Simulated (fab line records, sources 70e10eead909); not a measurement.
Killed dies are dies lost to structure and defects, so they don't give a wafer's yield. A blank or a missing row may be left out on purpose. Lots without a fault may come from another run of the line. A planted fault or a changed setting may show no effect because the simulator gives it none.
Which tool did it? | flow nand_harc | 12 lots, 36 wafers sampled, at 2 steps of a route of 1159

WHAT THE GAUGES READ, wafer by wafer
NHARC_A_CONTACT_CD_MEAS_15.
lot  | measured     | on        | cd_nm (nm)
L075 | day 17 16:55 | cd_sem-02 | 90.3 89.8 90.4
L076 | day 17 20:04 | cd_sem-01 | 91.3 90.9 90.5
L081 | day 18 19:52 | cd_sem-03 | 90.3 89.5 90.2
L079 | day 19 03:02 | cd_sem-01 | 90.4 90.1 90.3
L082 | day 19 09:44 | cd_sem-02 | 90.4 90.3 90.9
L085 | day 20 00:23 | cd_sem-02 | 91.4 90.4 90.7
L087 | day 20 11:13 | cd_sem-03 | 89.7 90.3 89.7
L090 | day 21 10:20 | cd_sem-03 | 90.2 89.7 90.5
L091 | day 21 21:25 | cd_sem-01 | 89.7 89.9 89.9
L092 | day 22 05:35 | cd_sem-03 | 89.8 89.4 89.2
L096 | day 22 13:50 | cd_sem-02 | 89.4 89.2 89.3
L095 | day 22 19:10 | cd_sem-01 | 89.5 89.2 88.9

WHICH TOOL RAN EACH LOT (tool, then ch and the chambers of the sampled wafers, then the start)
lot  | NHARC_A_CONTACT_ETCH_98
L075 | rie_diel-04 ch 0,1,2, day 17 16:55 or earlier
L076 | rie_diel-05 ch 2,3, day 17 20:04 or earlier
L081 | rie_diel-04 ch 1,2,3, day 18 19:52 or earlier
L079 | rie_diel-05 ch 1,2,3, day 19 03:02 or earlier
L082 | rie_diel-02 ch 0,1,2, day 19 09:44 or earlier
L085 | rie_diel-02 ch 0,2,3, day 20 00:23 or earlier
L087 | rie_diel-05 ch 0,1,2, day 20 11:13 or earlier
L090 | rie_diel-05 ch 0,2,3, day 21 10:20 or earlier
L091 | rie_diel-05 ch 0,2,3, day 21 21:25 or earlier
L092 | rie_diel-05 ch 0,1,3, day 22 05:35 or earlier
L096 | rie_diel-04 ch 1,3, day 22 13:50 or earlier
L095 | rie_diel-02 ch 0,1,2, day 22 19:10 or earlier
- NHARC_A_CONTACT_ETCH_98: etches the open film in C4F6/O2, target depth 20 nm, time 10 s.

THE ANSWER, worked out from the rows above alone
Rule: what is usual is taken from the lots themselves. Put in order of their means at a reading, lots are off if they are a third of the lots or fewer, leave a main group of 4 or more, and stand apart from it by a gap of 3 or more times the standard deviation of the main group's means; of several such gaps the widest counts. A main group whose means are all the same, to the digits that the tables above print for the reading, isn't used. A lot without any number at a reading at which 4 lots or more have one is off too. The other lots that the step has rows for count as sound.
No lot is off at any reading shown: from this, nothing can be told.

WHAT THE SIMULATOR HAD PUT IN
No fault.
